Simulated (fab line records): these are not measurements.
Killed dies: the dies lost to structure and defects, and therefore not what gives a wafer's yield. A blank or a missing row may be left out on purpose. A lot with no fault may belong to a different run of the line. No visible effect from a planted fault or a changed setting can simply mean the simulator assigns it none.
Chamber matching / flow n5-finfet / N5_FIN_SAQP_SPACER1_ALD_24 on ald-sin-04: 4 sister chambers
The step deposits SiO2, target thk 20.3 nm, pulse time 1 s, purge time 2 s. 4 wafers are shown with their chamber, then 10 later ones without.

== EACH WAFER AND ITS CHAMBER ==
wafer=L082.1; chamber=1; heater-power-w (W)=479
wafer=L087.2; chamber=2; heater-power-w (W)=582
wafer=L088.1; chamber=0; heater-power-w (W)=410
wafer=L088.4; chamber=3; heater-power-w (W)=458

== WAFERS WITH NO CHAMBER GIVEN ==
wafer=L088.6; heater-power-w (W)=581
wafer=L089.1; heater-power-w (W)=478
wafer=L089.2; heater-power-w (W)=402
wafer=L089.3; heater-power-w (W)=459
wafer=L091.2; heater-power-w (W)=441
wafer=L091.4; heater-power-w (W)=480
wafer=L091.6; heater-power-w (W)=419
wafer=L095.2; heater-power-w (W)=454
wafer=L095.3; heater-power-w (W)=482
wafer=L095.4; heater-power-w (W)=604

== EACH ONE'S CHAMBER ==
wafer=L088.6; from the rows above=2; in truth=2
wafer=L089.1; from the rows above=can't be placed: 1 or 3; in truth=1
wafer=L089.2; from the rows above=0; in truth=0
wafer=L089.3; from the rows above=can't be placed: 3 or 1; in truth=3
wafer=L091.2; from the rows above=can't be placed: 3 or 0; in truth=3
wafer=L091.4; from the rows above=1; in truth=1
wafer=L091.6; from the rows above=0; in truth=0
wafer=L095.2; from the rows above=3; in truth=3
wafer=L095.3; from the rows above=1; in truth=1
wafer=L095.4; from the rows above=2; in truth=2
Placed correctly: 7 of 10. Not placeable from these rows: 3 (in 3, the candidates include the true chamber). 0 placed wrongly.
How it was worked out, from the rows above alone: a wafer's distance from a chamber is the root of the sum, over the readings, of the square of ((its reading less the chamber's mean) divided by the reading's scatter). If the next closest chamber is less than 2 further off than the closest, the wafer can't be placed; otherwise it belongs to the closest. Each chamber's mean is taken over the wafers shown for it. The scatter: root of mean squared gap, hidden wafer to nearest shown wafer, with one shown wafer a chamber.
